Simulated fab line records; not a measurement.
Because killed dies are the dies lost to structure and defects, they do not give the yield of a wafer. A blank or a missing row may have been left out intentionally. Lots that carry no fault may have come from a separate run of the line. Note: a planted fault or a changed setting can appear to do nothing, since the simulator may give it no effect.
Split-lot trial | flow n5-finfet | on a route of 1938 steps: 7 lots, 21 wafers read

THE SPLIT
At N5_SD_EPI_P_EPI_21 (deposits SiGe:B, time 355 s), the setting temp-c was moved away from the recipe's 550 C on 7 of the 21 wafers read, by -0.6% to +0.7%. All remaining wafers had this setting at the recipe value.

FROM THE SPLIT TO THE READING: what the file shows between them, 2 steps
- N5_SD_EPI_P_HM_STRIP_48: strips SiNx in H3PO4, material SiNx, target depth 3 nm
- N5_SD_ACTIVATION_LSA_01: time 0.0008 s (also split here: temp-c)

THE READING
RS_SD_P (ohm/sq), read at N5_SD_ACTIVATION_RS_MEAS_03 with a four-point probe. On this fab line, fault-free wafers typically give 55.9 ohm/sq with a standard deviation of 0.85 ohm/sq.

wafer  | tool, chamber at the split | temp-c as run, C | against the recipe | RS_SD_P, ohm/sq | against lot-mates on the recipe
L077.2 | epi-rpcvd-03, 0            | 550              | recipe             | 58.4            | -
L077.3 | epi-rpcvd-03, 0            | 546.8            | -0.6%              | 62.2            | +3.6
L077.4 | epi-rpcvd-03, 0            | 550              | recipe             | 58.8            | -
L078.2 | epi-rpcvd-03, 0            | 547.5            | -0.5%              | 59.3            | +3.7
L078.5 | epi-rpcvd-03, 0            | 547.5            | -0.5%              | 59.1            | +3.5
L078.6 | epi-rpcvd-03, 0            | 550              | recipe             | 55.6            | -
L082.1 | epi-rpcvd-01, 0            | 550              | recipe             | 56.0            | -
L082.2 | epi-rpcvd-01, 0            | 547              | -0.5%              | 61.3            | +5.3
L082.5 | epi-rpcvd-01, 0            | 547              | -0.5%              | 61.1            | +5.1
L088.1 | epi-rpcvd-04, 0            | 550              | recipe             | 54.7            | -
L088.3 | epi-rpcvd-04, 0            | 550              | recipe             | 54.0            | -
L088.4 | epi-rpcvd-04, 0            | 550              | recipe             | 54.3            | -
L089.2 | epi-rpcvd-03, 0            | 554              | +0.7%              | 51.0            | -4.5
L089.3 | epi-rpcvd-03, 0            | 554              | +0.7%              | 51.5            | -4.0
L089.4 | epi-rpcvd-03, 0            | 550              | recipe             | 55.5            | -
L094.1 | epi-rpcvd-04, 0            | 550              | recipe             | 56.1            | -
L094.2 | epi-rpcvd-04, 0            | 550              | recipe             | 56.7            | -
L094.3 | epi-rpcvd-04, 0            | 550              | recipe             | 56.3            | -
L096.1 | epi-rpcvd-01, 0            | 550              | recipe             | 55.9            | -
L096.2 | epi-rpcvd-01, 0            | 550              | recipe             | 56.1            | -
L096.3 | epi-rpcvd-01, 0            | 550              | recipe             | 56.5            | -

FIT RESULTS
A straight line over all 21 wafers: RS_SD_P changes by -7.82 ohm/sq for each +1% of temp-c; r = -0.91; the points scatter about the line by 1.2 ohm/sq.
The same after taking each lot's own level away (the mean of its wafers on the recipe; 21 wafers): -7.06 ohm/sq for each +1%; r = -0.98; scatter 0.54 ohm/sq.
That fit puts the effect of the largest move of temp-c on the reading at 5.1 ohm/sq.
Measured against the standard deviation above, the lots' own levels, which go from 54.33 to 58.60 ohm/sq, span 5.0 times it.
Hence the slope depends on the lot-to-lot level, as the two fits are not the same.
Check: with one of the wafers moved furthest among these (+0.7%) left out of the fit, the line predicts -5.09 ohm/sq for it against its lot-mates. Against them it came out at -4.5 ohm/sq.

ADDITIONAL SPLITS CARRIED BY THESE WAFERS
Other splits were also applied to these wafers ahead of the reading. Each is held against what the fit with the lots' levels taken away leaves over:
other split on the same wafers  | wafers away from the commonest value | r with RS_SD_P (lot level and that fit taken away)
N5_ZERO_LAYER_EXPOSE_08 dose-mj | 6                                    | +0.12
N5_WELL_APT_COAT_19 spin-rpm    | 9                                    | +0.21
N5_FIN_CUT_ETCH_21 bias-w       | 7                                    | +0.00
N5_DUMMY_GATE_ETCH_37 source-w  | 6                                    | +0.12
N5_DUMMY_GATE_ETCH_32 time-s    | 3                                    | +0.00
N5_SD_EPI_P_PEB_07 peb-time-s   | 8                                    | -0.23
N5_SD_EPI_P_DESCUM_14 time-s    | 13                                   | -0.18
N5_SD_ACTIVATION_LSA_01 temp-c  | 6                                    | +0.12

THE WHOLE CHAIN: every reading that the file lists as answering this split, in the file's order
step                        | what it does                                           | reading                                                                           | change (the file's fit)              | r (the file's)
N5_SD_EPI_P_EPI_21          | deposits SiGe:B, time 355 s                            | SiGe-B_of_SD_EPI_P_EPI_21.thk-nm (the simulator's own value, which no gauge read) | +7.31 nm for each +1% of the setting | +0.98
N5_SD_EPI_P_HM_STRIP_48     | strips SiNx in H3PO4, material SiNx, target depth 3 nm | SiGe-B_of_SD_EPI_P_EPI_21.thk-nm (the simulator's own value, which no gauge read) | +7.2 nm for each +1% of the setting  | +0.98
N5_SD_ACTIVATION_RS_MEAS_03 | measures by four-point-probe                           | RS_SD_P                                                                           | -7.03 for each +1% of the setting    | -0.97

FILE'S OWN FIT
RS_SD_P changes by -7.03 ohm/sq for each +1% of temp-c, r = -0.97.
